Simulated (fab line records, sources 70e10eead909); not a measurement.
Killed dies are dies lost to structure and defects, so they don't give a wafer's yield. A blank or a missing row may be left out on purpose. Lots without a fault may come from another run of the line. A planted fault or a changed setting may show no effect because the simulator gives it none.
fab line records | flow nand_harc
record lots=6 wafers=18 last_day=30
route steps=1302 shown A_BLC@1132 A_M0@1137 END@1302
lots that met no fault: from a run of the same line without faults
start_h: hours from the record's first day to the start of the lot's first wafer shown | wait_h: hours since the lot's step before | " the same as in the row above | L1.1+2: a row that stands for several wafers | - no value, or no start given | * or withheld: withheld | < > ~ a bound
route shown NAME@n: a module of which the file shows steps, and the number in the route of the first | usual: mean/standard deviation of fault-free wafers | same: alike in all rows | chamber/n: place in a boat | sites: the reading at each site | _std_site: their standard deviation | _edge_site: outer sites' mean less inner sites' | radius_mm: how far each site lies from the wafer's centre | mask NAME#n: copy n | behind: the tool/chamber that last shaped the wafer | hold: why the lot was held/for how many hours/how that ended | device: the transistor (n, p or np) that didn't switch | end of line: the same wafers' tests at the end of the route | a step without rows: its recipe alone | killed: dies lost to structure and defects at the first sort, not the wafer's yield | map: a wafer's dies, x killed, . not, _ none there
set.NAME: the setting as run; set.NAME@STEP: as run at that earlier step | model.NAME: the simulator's own value behind a step, which no gauge read
lots at some steps of the route; a table a step, a row a wafer
services: from which hour (start_h, from the record's first day; less than 0 if before it) a tool's chamber was out of use, for how many hours, and why
## steps
# step NHARC_A_BLC_CVD_24
# recipe target_thk_a=1500 temp_c=300 pressure_torr=40 wf6_flow_sccm=40 h2_flow_sccm=1600 ar_flow_sccm=1560 time_s=434 material=W
# usual heater_power_w=456/23 mfc_ar_sccm=1561/4.5 throttle_valve_pct=8.0/0.33
# columns lot.wafer tool chamber start_h wait_h heater_power_w mfc_ar_sccm throttle_valve_pct
L529.2 cvd_w-02 0 - - 428 1558 8.2
L529.4 " 1 " " 463 1560 8.6
L529.3 " 0 " " 422 1555 7.8
L530.4 cvd_w-01 1 - - 458 1566 7.8
L530.5 " 0 " " 495 1555 8.9
L530.6 " 1 " " 469 1565 7.7
L535.2 cvd_w-02 0 - - 417 1556 8.0
L535.4 " 1 " " 461 1567 8.4
L535.3 " 0 " " 424 1556 7.9
L539.2 cvd_w-02 1 - - 479 1557 8.3
L539.3 " 0 " " 431 1571 7.9
L539.5 " 0 " " 415 1567 8.1
L537.1 cvd_w-01 1 - - 471 1560 7.9
L537.6 " 0 " " 454 1560 8.3
L537.5 " 1 " " 469 1561 7.7
L542.2 cvd_w-02 0 - - 425 1562 7.7
L542.1 " 1 " " 476 1558 8.3
L542.3 " 1 " " 477 1562 8.3
# step NHARC_A_BLC_CMP_25
# recipe t_overpolish_s=30 target_thk_nm=150
# usual motor_current_A=11.9/0.63 overpolish_run_s=30.000/0.0088 retaining_ring_pressure_frac=1.000/0.0054 time_to_endpoint_s=30.4/2.4
# same t_overpolish_s=30
# columns lot.wafer tool chamber start_h wait_h motor_current_A overpolish_run_s retaining_ring_pressure_frac time_to_endpoint_s
L529.4 cmp-01 3 528.71 0.3 12.6 30.008 1.002 25.6
L529.2 " 0 " " 11.8 30.002 1.002 28.1
L529.3 " 2 " " 12.0 30.008 0.993 28.3
L530.4 cmp-04 3 540.45 0.3 11.5 29.995 1.008 34.1
L530.6 " 0 " " 11.0 29.992 0.998 32.0
L530.5 " 1 " " 11.7 29.992 1.002 31.4
L535.4 cmp-01 2 604.04 0.3 12.1 29.991 1.013 28.6
L535.3 " 0 " " 12.1 30.007 0.995 29.8
L535.2 " 1 " " 11.1 29.988 0.999 30.7
L539.2 cmp-03 0 623.17 0.4 12.8 30.003 0.994 30.0
L539.3 " 3 " " 13.1 29.987 0.997 35.4
L539.5 " 0 " " 13.1 30.006 0.999 30.0
L537.1 cmp-01 2 625.48 0.5 11.7 29.983 1.000 32.2
L537.6 " 3 " " 12.4 30.013 0.997 30.9
L537.5 " 0 " " 12.1 30.000 0.991 29.6
L542.1 cmp-01 0 668.84 0.4 12.0 29.998 0.995 26.2
L542.2 " 1 " " 11.7 30.002 1.011 27.3
L542.3 " 2 " " 12.0 29.998 1.002 27.3
# step NHARC_A_BLC_SRD_27
# step NHARC_A_BLC_INSPECT_28
# usual raw_defect_count=531/140
# columns lot.wafer tool chamber start_h wait_h raw_defect_count
L529.2 defect_inspect-01 - 529.11 0.1 360
L529.3 " - " " 334
L529.4 " - " " 353
L530.4 defect_inspect-02 - 540.79 0.1 471
L530.5 " - " " 461
L530.6 " - " " 409
L535.2 defect_inspect-02 - 604.44 0.1 502
L535.3 " - " " 506
L535.4 " - " " 406
L539.2 defect_inspect-01 - 623.57 0.1 464
L539.3 " - " " 477
L539.5 " - " " 362
L537.1 defect_inspect-02 - 625.80 0.1 522
L537.5 " - " " 808
L537.6 " - " " 726
L542.1 defect_inspect-01 - 669.21 0.1 439
L542.2 " - " " 549
L542.3 " - " " 716
# step NHARC_A_M0_DEP_00
# recipe target_thk_a=1500 target_thk_nm=150 temp_c=withheld pressure_torr=5 flow_sccm=200 rf_w=600 material=SiOC
# step NHARC_A_M0_DEHYDRATE_01
# recipe temp_c=150 time_s=120
# step NHARC_A_M0_HMDS_02
# recipe time_s=30
# step NHARC_A_M0_COAT_33
# recipe temp_c=200 time_s=65
# step NHARC_A_M0_COAT_03
# recipe spin_rpm=1500 resist_thk_nm=90
# step NHARC_A_M0_SOFTBAKE_04
# recipe temp_c=105 time_s=55
# step NHARC_A_M0_EBR_05
# step NHARC_A_M0_EXPOSE_06
# recipe na=1.35 target_cd_nm=80 dose_mj=83.25 mask_id=A_M0
# usual exposure_dose_mJ_cm2=83.25/0.094
# columns lot.wafer tool chamber start_h wait_h mask exposure_dose_mJ_cm2
L529.2 arfi_scanner-03 0 529.75 - A_M0#0 83.23
L529.3 " 0 " " A_M0#0 83.24
L529.4 " 0 " " A_M0#0 83.31
L530.4 arfi_scanner-02 0 541.57 - A_M0#0 83.13
L530.5 " 0 " " A_M0#0 83.18
L530.6 " 0 " " A_M0#0 83.09
L535.2 arfi_scanner-03 0 605.08 - A_M0#0 82.20
L535.3 " 0 " " A_M0#0 82.30
L535.4 " 0 " " A_M0#0 82.26
L539.2 arfi_scanner-02 0 624.34 - A_M0#0 83.18
L539.3 " 0 " " A_M0#0 83.10
L539.5 " 0 " " A_M0#0 83.21
L537.1 arfi_scanner-03 0 626.57 - A_M0#0 82.42
L537.5 " 0 " " A_M0#0 82.36
L537.6 " 0 " " A_M0#0 82.50
L542.1 arfi_scanner-01 0 669.97 - A_M0#0 83.09
L542.2 " 0 " " A_M0#0 83.11
L542.3 " 0 " " A_M0#0 83.10
# step NHARC_A_M0_PEB_07
# recipe peb_temp_c=100 peb_time_s=65
# step NHARC_END_SORT_01
# recipe temp_c=25
# usual defect_limited_yield=91.1/2.8 killed_at_array=56/19 killed_at_other=1.0/1.5 killed_at_periphery=3.4/2.4 killed_dies=60/19 killed_open=3.3/1.8 killed_short=2.4/1.7 sort_bin_2_pct=3.2/1.3 sort_bin_3_pct=0.7/0.39 sort_bin_4_pct=4.9/1.6 sort_n_pass=617/19 sort_rim_yield_pct=89/4.2 sort_yield_pct=91.1/2.8
# same gross_dies=677 sort_bin_5_pct[%]=0 sort_bin_6_pct[%]=0 sort_bin_7_pct[%]=0 sort_bin_8_pct[%]=0 sort_rim_n_gross=106.00
# columns lot.wafer tool chamber start_h wait_h defect_limited_yield[%] killed_at_array killed_at_other killed_at_periphery killed_dies killed_open killed_short sort_bin_2_pct[%] sort_bin_3_pct[%] sort_bin_4_pct[%] sort_n_pass sort_rim_yield_pct[%] sort_yield_pct[%]
L529.2 prober-01 0 570.54 2.8 96.8 17 3 2 22 4 1 1.0 0 2.2 655 92 96.8
L529.3 prober-01 0 571.34 3.1 95.1 24 2 7 33 3 5 1.5 0.4 3.0 644 94 95.1
L529.4 prober-01 0 572.14 3.4 94.1 32 6 2 40 4 4 1.6 0 4.3 637 93 94.1
L530.4 prober-02 0 584.07 3.4 86.3 88 0 5 93 4 3 6.1 0.6 7.1 584 92 86.3
L530.5 prober-02 0 584.86 3.7 88.5 74 0 4 78 1 6 4.3 0.4 6.8 599 91 88.5
L530.6 prober-02 0 585.65 4.0 87.1 83 1 3 87 4 4 4.6 1.6 6.6 590 86 87.1
L535.2 prober-02 0 645.77 2.8 88.9 73 0 2 75 5 1 5.6 0.7 4.7 602 92 88.9
L535.3 prober-02 0 646.57 3.1 85.2 96 0 4 100 3 2 6.1 1.3 7.4 577 90 85.2
L535.4 prober-02 0 647.37 3.4 87.0 81 0 7 88 4 1 5.3 1.3 6.4 589 90 87.0
L537.1 prober-01 0 668.26 2.5 92.5 47 1 3 51 3 3 3.1 0.1 4.3 626 89 92.5
L537.5 prober-01 0 671.52 3.8 91.3 53 3 3 59 6 3 2.7 0.9 5.2 618 84 91.3
L537.6 prober-01 0 672.33 4.1 90.7 54 0 9 63 2 7 4.0 1.2 4.1 614 87 90.7
L539.2 prober-02 0 668.29 2.8 88.8 75 0 1 76 4 1 3.8 0.7 6.6 601 86 88.8
L539.3 prober-02 0 669.09 3.1 88.2 77 0 3 80 7 5 5.3 0.9 5.6 597 89 88.2
L539.5 prober-02 0 670.68 3.7 90.4 64 1 0 65 0 1 3.8 0.6 5.2 612 87 90.4
L542.1 prober-02 0 708.87 2.5 91.1 58 0 2 60 5 2 3.7 0.9 4.3 617 83 91.1
L542.2 prober-02 0 709.68 2.8 90.5 62 0 2 64 3 9 4.0 0.3 5.2 613 82 90.5
L542.3 prober-02 0 710.48 3.1 91.0 58 0 3 61 3 5 3.4 0.6 5.0 616 84 91.0
# killed by level:class
L529.2 A_CHANNEL_HOLE_D2:chamber_film_flake=4 THIN_TSV:chamber_film_flake=3 A_CHANNEL_HOLE_D1:geometric_particle:open=2 A_DECK1_JOINT:chamber_film_flake=2 A_CONTACT:chamber_film_flake=2 A_ONON_D1:geometric_particle:open=1 A_CHANNEL_FILL_D2:geometric_particle:open=1 A_WL_FILL:geometric_particle:short=1
L529.3 A_CHANNEL_HOLE_D2:chamber_film_flake=9 P_GATE:chamber_film_flake=5 A_STAIRCASE:chamber_film_flake=2 A_WL_FILL:chamber_film_flake=2 A_CONTACT:chamber_film_flake=2 THIN_TSV:chamber_film_flake=2 P_CONTACT:geometric_particle:open=1 A_DECK1_JOINT:geometric_particle:short=1
L529.4 A_CHANNEL_HOLE_D2:chamber_film_flake=9 A_WL_FILL:chamber_film_flake=7 THIN_TSV:chamber_film_flake=6 A_DECK1_JOINT:chamber_film_flake=3 A_CONTACT:chamber_film_flake=3 A_SOURCE_PLATE:geometric_particle:short=2 P_CONTACT:geometric_particle:open=1 A_DECK1_JOINT:geometric_particle:open=1
L530.4 A_CHANNEL_HOLE_D1:chamber_film_flake=31 A_CHANNEL_HOLE_D2:chamber_film_flake=30 A_SLIT:chamber_film_flake=16 P_CONTACT:geometric_particle:open=2 P_GATE:chamber_film_flake=2 A_STAIRCASE:chamber_film_flake=2 A_WL_FILL:chamber_film_flake=2 A_CONTACT:chamber_film_flake=2
L530.5 A_CHANNEL_HOLE_D2:chamber_film_flake=29 A_CHANNEL_HOLE_D1:chamber_film_flake=18 A_SLIT:chamber_film_flake=14 A_STAIRCASE:chamber_film_flake=3 A_CONTACT:chamber_film_flake=3 P_CONTACT:geometric_particle:short=1 A_SOURCE_PLATE:geometric_particle:short=1 A_ONON_D1:geometric_particle:short=1
L530.6 A_CHANNEL_HOLE_D2:chamber_film_flake=30 A_CHANNEL_HOLE_D1:chamber_film_flake=18 A_SLIT:chamber_film_flake=18 A_CONTACT:chamber_film_flake=4 A_STAIRCASE:chamber_film_flake=3 A_CHANNEL_FILL_D1:geometric_particle:open=2 P_ZERO_WELL:chamber_film_flake=2 A_WL_FILL:chamber_film_flake=2
L535.2 A_CHANNEL_HOLE_D2:chamber_film_flake=25 A_CHANNEL_HOLE_D1:chamber_film_flake=22 A_SLIT:chamber_film_flake=18 A_CONTACT:chamber_film_flake=2 P_CONTACT:geometric_particle:open=1 P_M1:geometric_particle:open=1 A_DECK1_JOINT:geometric_particle:open=1 A_ONON_D2:geometric_particle:open=1
L535.3 A_CHANNEL_HOLE_D2:chamber_film_flake=35 A_CHANNEL_HOLE_D1:chamber_film_flake=31 A_SLIT:chamber_film_flake=23 P_GATE:chamber_film_flake=3 A_CONTACT:chamber_film_flake=2 P_CONTACT:geometric_particle:short=1 A_ONON_D1:geometric_particle:short=1 A_SGD_CUT:geometric_particle:open=1
L535.4 A_CHANNEL_HOLE_D2:chamber_film_flake=26 A_CHANNEL_HOLE_D1:chamber_film_flake=24 A_SLIT:chamber_film_flake=23 P_GATE:chamber_film_flake=4 A_DECK1_JOINT:chamber_film_flake=3 P_CONTACT:geometric_particle:open=1 P_M0:geometric_particle:open=1 A_SOURCE_PLATE:geometric_particle:open=1
L537.1 A_SLIT:chamber_film_flake=21 A_CHANNEL_HOLE_D2:chamber_film_flake=12 A_M1:geometric_particle:open=3 P_GATE:chamber_film_flake=3 A_STAIRCASE:chamber_film_flake=3 A_CONTACT:chamber_film_flake=3 A_ONON_D1:geometric_particle:short=1 A_CHANNEL_FILL_D2:geometric_particle:short=1
L539.2 A_CHANNEL_HOLE_D1:chamber_film_flake=34 A_SLIT:chamber_film_flake=22 A_CONTACT:chamber_film_flake=5 A_BLC:chamber_film_flake=4 A_CHANNEL_HOLE_D2:chamber_film_flake=2 A_SOURCE_PLATE:geometric_particle:short=1 A_CHANNEL_HOLE_D1:geometric_particle:open=1 A_CHANNEL_FILL_D1:geometric_particle:open=1
L539.3 A_CHANNEL_HOLE_D1:chamber_film_flake=32 A_SLIT:chamber_film_flake=23 A_STAIRCASE:chamber_film_flake=3 A_CONTACT:chamber_film_flake=3 P_GATE:geometric_particle:short=2 A_ONON_D2:geometric_particle:short=2 A_ONON_D2:geometric_particle:open=2 A_CHANNEL_HOLE_D2:chamber_film_flake=2
L539.5 A_CHANNEL_HOLE_D1:chamber_film_flake=26 A_SLIT:chamber_film_flake=25 A_CONTACT:chamber_film_flake=5 A_STAIRCASE:chamber_film_flake=3 A_BLC:chamber_film_flake=2 A_WL_FILL:geometric_particle:short=1 A_CHANNEL_FILL_D1:chamber_film_flake=1 A_CHANNEL_FILL_D2:chamber_film_flake=1
L537.5 A_SLIT:chamber_film_flake=19 A_CHANNEL_HOLE_D2:chamber_film_flake=14 A_CONTACT:chamber_film_flake=6 A_CHANNEL_HOLE_D1:chamber_film_flake=4 A_STAIRCASE:chamber_film_flake=3 THIN_TSV:chamber_film_flake=3 A_M0:geometric_particle:open=2 P_CONTACT:geometric_particle:open=1
L537.6 A_SLIT:chamber_film_flake=19 A_CHANNEL_HOLE_D2:chamber_film_flake=18 A_STAIRCASE:chamber_film_flake=6 P_GATE:chamber_film_flake=5 A_CHANNEL_HOLE_D1:chamber_film_flake=3 A_ONON_D1:geometric_particle:short=2 A_WL_FILL:geometric_particle:short=2 P_M0:geometric_particle:short=1
L542.1 A_SLIT:chamber_film_flake=27 A_CHANNEL_HOLE_D2:chamber_film_flake=17 A_CHANNEL_HOLE_D1:chamber_film_flake=5 A_CHANNEL_FILL_D2:geometric_particle:open=3 A_ONON_D2:geometric_particle:open=2 P_M0:geometric_particle:short=1 A_DECK1_JOINT:geometric_particle:short=1 P_GATE:chamber_film_flake=1
L542.2 A_SLIT:chamber_film_flake=23 A_CHANNEL_HOLE_D2:chamber_film_flake=21 A_CHANNEL_FILL_D2:geometric_particle:short=4 A_CHANNEL_HOLE_D1:geometric_particle:short=2 A_CHANNEL_HOLE_D1:chamber_film_flake=2 A_CHANNEL_FILL_D2:chamber_film_flake=2 A_STAIRCASE:chamber_film_flake=2 P_STI:geometric_particle:short=1
L542.3 A_SLIT:chamber_film_flake=30 A_CHANNEL_HOLE_D2:chamber_film_flake=16 A_CHANNEL_HOLE_D1:chamber_film_flake=3 P_GATE:chamber_film_flake=2 A_CONTACT:chamber_film_flake=2 P_CONTACT:geometric_particle:open=1 A_ONON_D1:geometric_particle:short=1 A_CHANNEL_FILL_D1:geometric_particle:short=1
## services
# columns tool chamber start_h hours kind
cvd_w-01 - 504.87 1.0 repair
arfi_scanner-02 - 522.23 3.4 repair
arfi_scanner-01 - 523.63 1.0 repair
arfi_scanner-03 - 539.18 0.4 repair
arfi_scanner-03 - 540.00 4.0 pm
cvd_w-01 - 547.00 13.0 pm
cmp-04 - 550.98 0.8 repair
arfi_scanner-03 - 552.25 1.1 repair
arfi_scanner-03 - 553.73 0.7 repair
cmp-03 - 554.16 4.0 pm
cmp-01 - 557.29 2.6 repair
arfi_scanner-03 - 568.17 8.5 repair
cmp-01 - 580.54 4.0 pm
cmp-04 - 581.27 1.5 repair
arfi_scanner-02 - 583.82 2.1 repair
arfi_scanner-01 - 587.73 7.3 repair
cmp-01 - 590.52 0.7 repair
arfi_scanner-01 - 596.00 4.0 pm
cmp-04 - 601.00 4.0 pm
arfi_scanner-01 - 611.10 1.1 repair
cvd_w-02 - 631.10 13.0 pm
arfi_scanner-02 - 649.84 0.3 repair
arfi_scanner-02 - 656.00 4.0 pm
cvd_w-01 0 664.89 7.7 repair
## key
first_sign step=NHARC_A_M0_EXPOSE_06 reading=exposure_dose_mJ_cm2 direction=down sigmas=9.7 usual=83.25 struck=82.34
effect none on later readings
met_at NHARC_A_M0_EXPOSE_06
struck_wafers L535.2,L535.3,L535.4,L537.1,L537.5,L537.6
loop_trim step=NHARC_A_M0_EXPOSE_06 setting=dose lots=L537
onset_between 529.75 605.08
fault kind=process_parameter_drift tool=arfi_scanner-03 chamber=- onset_h=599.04 steps=NHARC_A_M0_EXPOSE_06 channel=dose_mj offset=-1.1448 shape=step acts_in=these_recipes_only stated=83.25
# loop_trim: a control loop set the setting to another value than it would have without faults
